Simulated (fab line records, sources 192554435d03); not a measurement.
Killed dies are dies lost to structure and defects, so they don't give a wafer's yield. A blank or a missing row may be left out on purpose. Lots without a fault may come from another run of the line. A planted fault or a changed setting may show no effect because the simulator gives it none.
fab line records | flow n5_finfet
record lots=7 wafers=39
route steps=1938 shown PMOS_HMC_CHANNEL_EPI@57 FIN_SAQP@134 HKMG_FIN@386 MOL_CONTACT_COAG@542
start_h: hours from the record's first day to the start of the lot's first wafer shown | wait_h: hours since the lot's step before | " the same as in the row above | L1.1+2: a row that stands for several wafers | - no value, or no start given | * or withheld: withheld | < > ~ a bound
route shown NAME@n: a module of which the file shows steps, and the number in the route of the first | usual: mean/standard deviation of fault-free wafers | same: alike in all rows | chamber/n: place in a boat | sites: the reading at each site | _std_site: their standard deviation | _edge_site: outer sites' mean less inner sites' | radius_mm: how far each site lies from the wafer's centre | mask NAME#n: copy n | behind: the tool/chamber that last shaped the wafer | hold: why the lot was held/for how many hours/how that ended | device: the transistor (n, p or np) that didn't switch | end of line: the same wafers' tests at the end of the route | a step without rows: its recipe alone | killed: dies lost to structure and defects at the first sort, not the wafer's yield | map: a wafer's dies, x killed, . not, _ none there
set.NAME: the setting as run; set.NAME@STEP: as run at that earlier step | model.NAME: the simulator's own value behind a step, which no gauge read
lots whose settings were changed on purpose; a table a step, a row a wafer
## steps
# step N5_PMOS_HMC_CHANNEL_EPI_HM_DEP_34
# recipe material=SiO2 target_thk_a=360 temp_c=400 precursor=TEOS/O2 pressure_torr=6.5 rf_w=900 teos_flow_sccm=161.4 gas=O2 flow_sccm=2650 time_s=6.9
# columns lot.wafer tool chamber start_h wait_h set.target_thk_a model.SiO2_of_PMOS_HMC_CHANNEL_EPI_HM_DEP_34.thk_nm
L074.1 pecvd-02 0 17.44 0.0 360 35.44
L074.4 " 1 " " 360 36.43
L074.5 " 0 " " 360 36.41
L075.1 pecvd-01 1 23.02 0.0 360 35.9
L075.2 " 2 " " 360 35.92
L075.3 " 0 " " 537.3 53.79
L075.4 " 0 " " 360 36.89
L075.5 " 1 " " 537.3 54.45
L075.6 " 2 " " 537.3 54.69
L079.1 pecvd-03 1 47.37 0.0 446.3 44.52
L079.2 " 0 " " 446.3 44.18
L079.3 " 2 " " 360 35.88
L079.4 " 0 " " 360 36.16
L079.5 " 1 " " 446.3 44.7
L079.6 " 2 " " 360 36.62
L080.1 pecvd-02 0 52.68 0.0 360 35.44
L080.2 " 1 " " 360 36.12
L080.3 " 1 " " 360 36.27
L080.4 " 0 " " 360 35.87
L080.5 " 0 " " 360 35.81
L080.6 " 1 " " 360 36.1
L083.1 pecvd-01 0 72.01 0.0 360 36.18
L083.2 " 2 " " 360 35.22
L083.3 " 1 " " 360 35.5
L083.4 " 1 " " 360 36
L083.5 " 0 " " 360 36.43
L083.6 " 2 " " 360 36.29
L086.1 pecvd-02 1 89.06 0.0 189 18.51
L086.2 " 2 " " 189 17.91
L086.3 " 0 " " 360 35.65
L086.4 " 1 " " 189 18.5
L086.5 " 2 " " 360 35.83
L086.6 " 0 " " 360 35.49
L089.1 pecvd-02 0 107.27 0.0 360 35.43
L089.2 " 2 " " 360 35.47
L089.3 " 1 " " 442.1 43.77
L089.4 " 0 " " 442.1 44.14
L089.5 " 1 " " 360 35.93
L089.6 " 2 " " 442.1 43.84
# step N5_FIN_SAQP_ETCH_69
# recipe chemistry=N2/H2 target=SOC target_depth_a=1500 stop_on=SiNx ion_energy_ev=100 bias_w=61 pressure_mtorr=30 source_w=850 n2_flow_sccm=200 h2_flow_sccm=200
# columns lot.wafer tool chamber start_h wait_h set.target_depth_a model.SOC_of_FIN_SAQP_COAT_68.thk_nm model.etch.depth_nm
L074.1 rie_diel-01 0 25.61 - 1500 4.2 55
L074.4 " 1 " " 1500 5 54.79
L074.5 " 0 " " 1500 3 55
L075.1 rie_diel-01 0 31.36 - 1500 5.2 54.89
L075.2+5+6 " 1,1,0 " " 1758 0 55
L075.3 " 3 " " 1500 5.6 54.7
L075.4 " 3 " " 1500 6 54.5
L079.1 rie_diel-06 0 56.68 - 1500 3 55
L079.2 " 2 " " 1500 4.6 55
L079.3 " 3 " " 1500 4 55
L079.4 " 1 " " 1500 5.6 54.47
L079.5 " 1 " " 1500 5.2 54.59
L079.6 " 2 " " 1500 5 54.79
L080.1 rie_diel-02 1 60.83 - 1500 7.2 53.64
L080.2+5 " 0,3 " " 1500 2.8 55
L080.3 " 3 " " 1500 3 55
L080.4 " 0 " " 1500 2.4 55
L080.6 " 1 " " 1500 6.4 53.99
L083.1 rie_diel-02 2 80.50 - 741.5 51.6 27.74
L083.2 " 3 " " 1500 2.6 55
L083.3+6 " 0,2 " " 1500 2 55
L083.4 " 1 " " 741.5 53.6 26.77
L083.5 " 1 " " 741.5 53.8 26.7
L086.1 rie_diel-01 2 98.22 - 1500 4.4 55
L086.2 " 3 " " 1500 6 54.31
L086.3 " 1 " " 1500 5.4 54.68
L086.4+6 " 0,2 " " 1500 4 55
L086.5 " 3 " " 1500 6.6 54.01
L089.1 rie_diel-02 0 116.60 - 607.8 60.6 22.88
L089.2 " 2 " " 1500 2.8 55
L089.3 " 3 " " 1500 3.8 55
L089.4 " 3 " " 607.8 61.2 22.57
L089.5 " 0 " " 1500 1.8 55
L089.6 " 2 " " 607.8 60.8 22.75
# step N5_HKMG_FIN_HK_ALD_01
# recipe material=HfO2 target_thk_a=16 temp_c=withheld ald_precursor_family=HfCl4 ald_co_reactant=H2O pulse_time_s=3 purge_time_s=3 co_reactant_purge_time_s=2.5 co_reactant_pulse_time_s=0.3 ald_cycles=30
# columns lot.wafer tool chamber start_h wait_h set.ald_cycles model.HfO2_of_HKMG_FIN_HK_ALD_01.thk_nm
L074.1+4+5 ald_hk-01 2,3,0 71.79 0.0 30 1.6
L075.1 ald_hk-02 0 77.93 0.0 47 2.4
L075.2+4+5 " 1,3,0 " " 30 1.6
L075.3+6 " 2,3 " " 47 2.6
L079.1 ald_hk-03 3 101.76 0.0 47 2.4
L079.2+4+6 " 2,0,2 " " 30 1.6
L079.3+5 " 1,3 " " 47 2.6
L080.1+2+5 ald_hk-03 0,1,2 106.67 0.0 18 1
L080.3+4+6 " 2,3,3 " " 30 1.6
L083.1+2+5 ald_hk-02 3,0,1 125.49 0.0 30 1.6
L083.3+4+6 " 1,2,2 " " 43 2.2
L086.1+3+6 ald_hk-02 1,2,2 143.07 0.0 30 1.6
L086.2+4+5 " 3,0,1 " " 43 2.2
L089.1+2+3 ald_hk-01 3,1,2 161.10 0.0 30 1.6
L089.4+5+6 " 0,2,1 " " 42 2.2
# step N5_HKMG_FIN_HK_ANNEAL_02
# recipe temp_c=700 time_s=30 ambient=N2 idle_temp_c=600 ramp_up_c_per_s=150 ramp_down_c_per_s=60 cool_to_c=600
# step N5_HKMG_FIN_ALD_74
# recipe material=La2O3 target_thk_a=5 temp_c=250 ald_precursor_family=La-Cp ald_co_reactant=O3 pulse_time_s=6 co_reactant_pulse_time_s=1 purge_time_s=3 co_reactant_purge_time_s=3
# step N5_HKMG_FIN_WET_ETCH_82
# recipe chemistry=dHCl mix=1:10000 temp_c=25 target=La2O3 stop_on=HfO2 target_depth_nm=2 dry=ipa_marangoni rinse_time_s=30 rinse_temp_c=23
# step N5_HKMG_FIN_ALD_36
# recipe material=TiN target_thk_a=10 temp_c=400 ald_precursor_family=TiCl4 ald_co_reactant=NH3 pulse_time_s=1 purge_time_s=3 co_reactant_purge_time_s=2 co_reactant_pulse_time_s=2 ald_cycles=47 pressure_torr=3
# step N5_HKMG_FIN_THK_MEAS_70
# recipe thk_meas_gauge=xrf reads=HfO2_of_HKMG_FIN_HK_ALD_01
# usual HK_THK=1.582/0.017
# columns lot.wafer tool chamber start_h wait_h set.ald_cycles@HKMG_FIN_HK_ALD_01 HK_THK[nm]
L074.1 film_metro-02 - 75.21 0.2 30 1.571
L074.4 " - " " 30 1.541
L074.5 " - " " 30 1.579
L075.1 film_metro-01 - 81.37 0.2 47 2.460
L075.2 " - " " 30 1.547
L075.3 " - " " 47 2.494
L075.4 " - " " 30 1.593
L075.5 " - " " 30 1.575
L075.6 " - " " 47 2.458
L079.1 film_metro-02 - 105.24 0.2 47 2.452
L079.2 " - " " 30 1.585
L079.3 " - " " 47 2.469
L079.4 " - " " 30 1.606
L079.5 " - " " 47 2.476
L079.6 " - " " 30 1.571
L080.1 film_metro-02 - 110.36 0.2 18 0.952
L080.2 " - " " 18 0.931
L080.3 " - " " 30 1.594
L080.4 " - " " 30 1.588
L080.5 " - " " 18 0.967
L080.6 " - " " 30 1.580
L083.1 film_metro-01 - 128.99 0.2 30 1.588
L083.2 " - " " 30 1.565
L083.3 " - " " 43 2.241
L083.4 " - " " 43 2.267
L083.5 " - " " 30 1.577
L083.6 " - " " 43 2.258
L086.1 film_metro-02 - 146.69 0.2 30 1.590
L086.2 " - " " 43 2.271
L086.3 " - " " 30 1.590
L086.4 " - " " 43 2.240
L086.5 " - " " 43 2.301
L086.6 " - " " 30 1.605
L089.1 film_metro-01 - 164.94 0.2 30 1.577
L089.2 " - " " 30 1.589
L089.3 " - " " 30 1.564
L089.4 " - " " 42 2.176
L089.5 " - " " 42 2.217
L089.6 " - " " 42 2.196
# step N5_HKMG_FIN_DEVELOP_11
# recipe develop_time_s=30 developer=TMAH resist=CAR-ArF dev_temp_c=23 rinse_liquid=diw dry=air_spin
# columns lot.wafer tool chamber start_h wait_h set.develop_time_s
L074.1+4+5 litho_track-01 0 - - 30
L075.1+2+6 litho_track-04 0 - - 20.25
L075.3+4+5 " 0 " " 30
L079.1+4+6 litho_track-05 0 - - 35.11
L079.2+3+5 " 0 " " 30
L080.1+2+4 litho_track-04 0 - - 22.4
L080.3+5+6 " 0 " " 30
L083.1+5+6 litho_track-01 0 - - 30
L083.2+3+4 " 0 " " 42.28
L086.1+3+4 litho_track-05 0 - - 46.79
L086.2+5+6 " 0 " " 30
L089.1+3+5 litho_track-01 0 - - 16.19
L089.2+4+6 " 0 " " 30
# step N5_HKMG_FIN_CD_MEAS_12
# recipe target_cd_nm=92.8 landing_energy_ev=500 detector=se_inlens
# usual cd_nm=92.7/0.45
# columns lot.wafer tool chamber start_h wait_h set.develop_time_s@HKMG_FIN_DEVELOP_11 cd_nm
L074.1 cd_sem-03 0 76.08 - 30 92.5
L074.4 " 0 " " 30 92.2
L074.5 " 0 " " 30 93.0
L075.1 cd_sem-01 0 82.36 - 20.25 91.3
L075.2 " 0 " " 20.25 91.2
L075.3 " 0 " " 30 93.0
L075.4 " 0 " " 30 94.1
L075.5 " 0 " " 30 92.9
L075.6 " 0 " " 20.25 91.4
L079.1 cd_sem-03 0 106.12 - 35.11 93.6
L079.2 " 0 " " 30 92.2
L079.3 " 0 " " 30 92.6
L079.4 " 0 " " 35.11 94.2
L079.5 " 0 " " 30 92.4
L079.6 " 0 " " 35.11 93.0
L080.1 cd_sem-01 0 111.23 - 22.4 91.6
L080.2 " 0 " " 22.4 91.4
L080.3 " 0 " " 30 92.8
L080.4 " 0 " " 22.4 92.3
L080.5 " 0 " " 30 93.2
L080.6 " 0 " " 30 93.0
L083.1 cd_sem-03 0 129.74 - 30 93.0
L083.2 " 0 " " 42.28 94.2
L083.3 " 0 " " 42.28 94.7
L083.4 " 0 " " 42.28 93.8
L083.5 " 0 " " 30 93.1
L083.6 " 0 " " 30 93.0
L086.1 cd_sem-02 0 147.44 - 46.79 95.0
L086.2 " 0 " " 30 92.4
L086.3 " 0 " " 46.79 95.3
L086.4 " 0 " " 46.79 95.6
L086.5 " 0 " " 30 92.6
L086.6 " 0 " " 30 92.6
L089.1 cd_sem-03 0 165.81 - 16.19 89.5
L089.2 " 0 " " 30 92.1
L089.3 " 0 " " 16.19 89.5
L089.4 " 0 " " 30 92.7
L089.5 " 0 " " 16.19 88.1
L089.6 " 0 " " 30 92.7
# step N5_MOL_CONTACT_COAG_PRECLEAN_111
# recipe chemistry=NF3:NH3 afs_cycles=1 temp_c=30 time_s=20 sublimation_temp_c=180 sublimation_time_s=60 pressure_torr=3 rf_power_w=30
# columns lot.wafer tool chamber start_h wait_h set.time_s model.SiNx_of_SPACER0_ALD_07.thk_nm
L074.1+4 remote_plasma-01 0 88.84 0.2 20 1.2
L074.5 " 0 " " 20 1
L075.1+3+4+6 remote_plasma-02 1 95.94 0.2 20 1
L075.2+5 " 1 " " 20 1.2
L079.1+3+4 remote_plasma-01 1 119.90 0.8 29.88 0.8
L079.2 " 1 " " 20 1
L079.5+6 " 1 " " 20 1.2
L080.1+3+6 remote_plasma-02 0 124.04 0.2 10.78 1.4
L080.2+4+5 " 0 " " 20 1
L083.1+3+4 remote_plasma-02 1 144.03 1.3 27.71 0.8
L083.2+5+6 " 1 " " 20 1
L086.1 remote_plasma-01 1 160.52 0.4 20 1
L086.2+6 " 1 " " 20 1.2
L086.3+4+5 " 1 " " 26.98 0.8
L089.1+5+6 remote_plasma-02 0 178.87 0.2 23.98 1
L089.2+3+4 " 0 " " 20 1
# step N5_MOL_CONTACT_COAG_TI_SIL_19
# recipe material=Ti target_thk_a=42 temp_c=200 chamber_pressure_pa=5 power_w=5000 time_s=15
# step N5_MOL_CONTACT_COAG_ALD_20
# recipe material=TiN target_thk_a=15 temp_c=400 ald_precursor_family=TiCl4 ald_co_reactant=NH3 pulse_time_s=1 purge_time_s=3 co_reactant_purge_time_s=2 co_reactant_pulse_time_s=2 ald_cycles=68 pressure_torr=3
# step N5_MOL_CONTACT_COAG_PRECLEAN_125
# recipe chemistry=DIW time_s=57.5 temp_c=23
# step N5_MOL_CONTACT_COAG_SRD_126
# recipe dry_time_s=32 dry=n2_spin spin_rpm=1500
# step N5_MOL_CONTACT_COAG_CMP_23
# recipe stop_on=SiO2 t_overpolish_s=1.5 post_cmp_clean=cu_alkaline down_force_psi=2 platen_rpm=50.289 pad_velocity_m_s=1.0006 target_thk_nm=0
# columns lot.wafer tool chamber start_h wait_h set.time_s@MOL_CONTACT_COAG_PRECLEAN_111 model.SiNx_of_GATE_CUT_SAC_CAP_01.thk_nm
L074.1+4+5 cmp-01 2,3,2 94.68 0.0 20 18.2
L075.4+2+1+6 cmp-03 0,1,2,0 100.96 0.0 20 18.4
L075.3+5 " 3,1 " " 20 18.2
L079.3 cmp-03 1 124.31 0.0 29.88 18
L079.1+4 " 2,3 " " 29.88 17.8
L079.2+6+5 " 0,1,2 " " 20 18.2
L080.4+2+5 cmp-01 3,1,3 130.30 0.0 20 18.2
L080.3+1+6 " 0,2,0 " " 10.78 18.6
L083.4+1 cmp-03 1,0 147.98 0.1 27.71 18
L083.2+6+5 " 2,1,2 " " 20 18.4
L083.3 " 3 " " 27.71 18.2
L086.2 cmp-03 2 165.70 0.0 20 18.4
L086.3+4 " 3,0 " " 26.98 18.2
L086.1+6 " 1,2 " " 20 18.2
L086.5 " 3 " " 26.98 18
L089.3+2+4 cmp-02 1,3,0 183.69 0.0 20 18.2
L089.1+6 " 2 " " 23.98 18
L089.5 " 1 " " 23.98 18.2
# step N5_MOL_CONTACT_COAG_WET_ETCH_26
# recipe target=Co target_depth_nm=13
# columns lot.wafer tool chamber start_h wait_h set.time_s@MOL_CONTACT_COAG_PRECLEAN_111 model.SiNx_of_GATE_CUT_SAC_CAP_01.thk_nm
L074.1 wet_bench-05 5 95.03 0.0 20 18.2
L074.4+5 " 0,6 " " 20 18
L075.1+2+3+5 wet_bench-04 6,4,7,5 101.31 0.0 20 18.2
L075.4+6 " 3,2 " " 20 18.4
L079.1+4 wet_bench-05 7,2 124.66 0.0 29.88 17.8
L079.2+5+6 " 1,0,5 " " 20 18.2
L079.3 " 6 " " 29.88 18
L080.1+6 wet_bench-05 7,5 130.65 0.0 10.78 18.6
L080.2+5 " 0,4 " " 20 18.2
L080.3 " 6 " " 10.78 18.4
L080.4 " 1 " " 20 18
L083.1+3+4 wet_bench-03 6,7,3 148.33 0.0 27.71 18
L083.2+5 " 5,4 " " 20 18.2
L083.6 " 2 " " 20 18.4
L086.1+2+6 wet_bench-04 6,0,2 166.05 0.0 20 18.2
L086.3+4+5 " 5,1,7 " " 26.98 18
L089.1+5+6 wet_bench-04 6,4,5 184.04 0.0 23.98 18
L089.2+3+4 " 3,2,1 " " 20 18.2
# step N5_MOL_CONTACT_COAG_WET_ETCH_116
# recipe chemistry=SC1-inhibited target_depth_nm=4.6 dry=ipa_marangoni rinse_time_s=30 rinse_temp_c=23
# step N5_MOL_CONTACT_COAG_ALD_27
# recipe material=SiOC target_thk_a=170 temp_c=400 ald_precursor_family=carbosiloxane ald_co_reactant=H2-plasma pulse_time_s=1.5 time_s=2720 purge_time_s=2 co_reactant_purge_time_s=2 ald_cycles=340 pressure_torr=2
# step N5_MOL_CONTACT_COAG_CMP_28
# recipe stop_on=SiNx t_overpolish_s=0.85 post_cmp_clean=alkaline_brush down_force_psi=4.15 platen_rpm=51.8 pad_velocity_m_s=1.0307 target_thk_nm=14.522
# step N5_MOL_CONTACT_COAG_THK_MEAS_29
# recipe reads=SiNx_of_GATE_CUT_PECVD_57+SiNx_of_GATE_CUT_SAC_CAP_01
# usual MD_CAP_THK=17.91/0.083
# columns lot.wafer tool chamber start_h wait_h set.time_s@MOL_CONTACT_COAG_PRECLEAN_111 MD_CAP_THK[nm]
L074.1 film_metro-01 - 97.70 - 20 17.92
L074.4 " - " " 20 17.80
L074.5 " - " " 20 17.78
L075.1 film_metro-01 - 103.64 - 20 18.03
L075.2 " - " " 20 17.99
L075.3 " - " " 20 17.97
L075.4 " - " " 20 18.04
L075.5 " - " " 20 17.91
L075.6 " - " " 20 18.04
L079.1 film_metro-02 - 126.99 - 29.88 17.54
L079.2 " - " " 20 17.86
L079.3 " - " " 29.88 17.68
L079.4 " - " " 29.88 17.52
L079.5 " - " " 20 17.86
L079.6 " - " " 20 17.87
L080.1 film_metro-01 - 133.01 - 10.78 18.29
L080.2 " - " " 20 17.86
L080.3 " - " " 10.78 18.15
L080.4 " - " " 20 17.80
L080.5 " - " " 20 17.98
L080.6 " - " " 10.78 18.23
L083.1 film_metro-01 - 150.90 - 27.71 17.68
L083.2 " - " " 20 18.00
L083.3 " - " " 27.71 17.75
L083.4 " - " " 27.71 17.71
L083.5 " - " " 20 17.97
L083.6 " - " " 20 18.05
L086.1 film_metro-01 - 168.39 - 20 17.98
L086.2 " - " " 20 17.98
L086.3 " - " " 26.98 17.77
L086.4 " - " " 26.98 17.78
L086.5 " - " " 26.98 17.74
L086.6 " - " " 20 17.90
L089.1 film_metro-02 - 188.24 - 23.98 17.79
L089.2 " - " " 20 17.87
L089.3 " - " " 20 17.94
L089.4 " - " " 20 17.83
L089.5 " - " " 23.98 17.80
L089.6 " - " " 23.98 17.69
# step N5_MOL_CONTACT_COAG_ALD_123
# recipe material=SiNx target_thk_a=50 temp_c=400 ald_precursor_family=SiH2I2 ald_co_reactant=N2/H2-plasma pulse_time_s=1 purge_time_s=2 co_reactant_purge_time_s=2 ald_cycles=100 pressure_torr=2
# step N5_MOL_CONTACT_COAG_PECVD_31
# recipe material=SiO2 target_thk_a=460 temp_c=400 precursor=TEOS/O2 pressure_torr=6.5 rf_w=withheld teos_flow_sccm=withheld gas=O2 flow_sccm=2650 time_s=8.9
# step N5_MOL_CONTACT_COAG_VIA_ETCH_46
# recipe chemistry=C4F6/O2 target_depth_a=460 overetch_a=92 mask_material=SOC target=SiO2 bias_w=455 pressure_mtorr=10 time_s=40 source_w=325 Ar_flow_sccm=300 C4F6_flow_sccm=10 O2_flow_sccm=10 ion_energy_ev=575.3 ends=end_point
# step N5_MOL_CONTACT_COAG_STRIP_96
# recipe chemistry=N2/H2 power_w=500 temp_c=40 pressure_mtorr=50 rf_frequency_hz=6e+07 overash_fraction=0.3 bias_power_w=28 h2_frac=0.5 n2_flow_sccm=300 h2_flow_sccm=300
# step N5_MOL_CONTACT_COAG_ETCH_47
# recipe chemistry=CH3F/O2 target=SiNx target_depth_a=270 mask_material=SiO2 stop_on=W over_etch_frac=0.2 ion_energy_ev=120 endpoint=OES-CN pressure_mtorr=30 source_w=395 bias_w=73 Ar_flow_sccm=150 CH3F_flow_sccm=30 O2_flow_sccm=20 ends=end_point
# columns lot.wafer tool chamber start_h wait_h set.time_s@MOL_CONTACT_COAG_PRECLEAN_111 model.etch.depth_nm
L074.1 rie_diel-01 0 99.44 0.0 20 17.9
L074.4+5 " 2,1 " " 20 17.78
L075.1 rie_diel-06 0 105.96 0.0 20 18
L075.2 " 3 " " 20 17.98
L075.3 " 1 " " 20 17.94
L075.4 " 2 " " 20 18.03
L075.5 " 2 " " 20 17.91
L075.6 " 1 " " 20 18.01
L079.1 rie_diel-01 2 128.58 0.0 29.88 17.54
L079.2+6 " 0,2 " " 20 17.89
L079.3 " 1 " " 29.88 17.71
L079.4 " 0 " " 29.88 17.57
L079.5 " 1 " " 20 17.83
L080.1 rie_diel-01 1 134.75 0.0 10.78 18.27
L080.2 " 0 " " 20 17.87
L080.3 " 2 " " 10.78 18.17
L080.4 " 2 " " 20 17.8
L080.5 " 0 " " 20 17.92
L080.6 " 1 " " 10.78 18.22
L083.1 rie_diel-02 2 152.74 0.0 27.71 17.7
L083.2+5 " 1,0 " " 20 17.98
L083.3 " 0 " " 27.71 17.77
L083.4 " 3 " " 27.71 17.65
L083.6 " 1 " " 20 18.02
L086.1 rie_diel-01 1 170.38 0.0 20 17.93
L086.2 " 2 " " 20 17.98
L086.3 " 3 " " 26.98 17.77
L086.4 " 1 " " 26.98 17.79
L086.5 " 2 " " 26.98 17.72
L086.6 " 3 " " 20 17.88
L089.1 rie_diel-02 2 191.53 0.0 23.98 17.76
L089.2 " 0 " " 20 17.86
L089.3 " 3 " " 20 17.89
L089.4 " 1 " " 20 17.85
L089.5 " 0 " " 23.98 17.79
L089.6 " 3 " " 23.98 17.72
## key
split step=N5_PMOS_HMC_CHANNEL_EPI_HM_DEP_34 setting=target_thk_a stated=360 by=wafer
response step=N5_PMOS_HMC_CHANNEL_EPI_HM_DEP_34 reading=model.SiO2_of_PMOS_HMC_CHANNEL_EPI_HM_DEP_34.thk_nm change=+0.364 per=1% r=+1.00
split step=N5_FIN_SAQP_ETCH_69 setting=target_depth_a stated=1500 by=wafer
response step=N5_FIN_SAQP_ETCH_69 reading=model.SOC_of_FIN_SAQP_COAT_68.thk_nm shape=bent at_lowest=60.87 at_stated=4.213 at_highest=0
response step=N5_FIN_SAQP_ETCH_69 reading=model.etch.depth_nm change=+0.522 per=1% r=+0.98
split step=N5_HKMG_FIN_HK_ALD_01 setting=ald_cycles stated=30 by=wafer
response step=N5_HKMG_FIN_HK_ALD_01 reading=model.HfO2_of_HKMG_FIN_HK_ALD_01.thk_nm change=+0.0154 per=1% r=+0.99
response step=N5_HKMG_FIN_THK_MEAS_70 reading=HK_THK change=+0.0157 per=1% r=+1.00
split step=N5_HKMG_FIN_DEVELOP_11 setting=develop_time_s stated=30 by=wafer
response step=N5_HKMG_FIN_CD_MEAS_12 reading=cd_nm change=+0.0538 per=1% r=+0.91
split step=N5_MOL_CONTACT_COAG_PRECLEAN_111 setting=time_s stated=20 by=wafer
response step=N5_MOL_CONTACT_COAG_PRECLEAN_111 reading=model.SiNx_of_SPACER0_ALD_07.thk_nm change=-0.00708 per=1% r=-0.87
response step=N5_MOL_CONTACT_COAG_CMP_23 reading=model.SiNx_of_GATE_CUT_SAC_CAP_01.thk_nm change=-0.00718 per=1% r=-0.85
response step=N5_MOL_CONTACT_COAG_WET_ETCH_26 reading=model.SiNx_of_GATE_CUT_SAC_CAP_01.thk_nm change=-0.00732 per=1% r=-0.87
response step=N5_MOL_CONTACT_COAG_THK_MEAS_29 reading=MD_CAP_THK change=-0.00658 per=1% r=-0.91
response step=N5_MOL_CONTACT_COAG_ETCH_47 reading=model.etch.depth_nm change=-0.00634 per=1% r=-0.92
